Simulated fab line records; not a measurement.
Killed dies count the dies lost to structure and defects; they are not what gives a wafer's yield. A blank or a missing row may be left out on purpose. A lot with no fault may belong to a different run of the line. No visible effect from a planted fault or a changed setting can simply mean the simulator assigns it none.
Chamber matching    flow nandHarc    NHARC_A_M1_STRIP_18 on rieDiel-10: 4 sister chambers
The step strips in N2/H2. 4 wafers are shown with their chamber, then 12 later ones without.

## WAFERS PAIRED WITH THEIR CHAMBERS
wafer   chamber  showerheadPlenumPTorr (Torr)
L088.6  1        1.99
L087.2  2        1.97
L087.3  3        1.92
L087.5  0        2.04

## WAFERS WITHOUT THEIR CHAMBER
wafer   showerheadPlenumPTorr (Torr)
L086.3  1.99
L086.5  1.99
L086.6  2.04
L089.1  1.92
L089.2  1.99
L089.3  2.04
L091.2  2.04
L091.5  1.99
L091.6  2.04
L097.1  2.04
L097.2  1.93
L097.4  1.97

## EACH ONE'S CHAMBER
wafer   from the rows above  in truth
L086.3  1                    1
L086.5  1                    1
L086.6  0                    0
L089.1  3                    3
L089.2  1                    1
L089.3  0                    0
L091.2  0                    0
L091.5  1                    1
L091.6  0                    0
L097.1  0                    0
L097.2  3                    3
L097.4  2                    2
Correct placement for 12 of the 12. Can't be placed from these rows: 0. Wrongly placed: 0.
How it was worked out, from the rows above alone: a wafer's distance from a chamber is the root of the sum, over the readings, of the square of ((its reading less the chamber's mean) divided by the reading's scatter). The wafer belongs to the nearest chamber; if the next one is less than 2 further off, it can't be placed. The mean given for a chamber averages the wafers shown for that chamber. The scatter: with one shown wafer a chamber, the root of the mean of the squares of how far each hidden wafer lies from its nearest shown one.
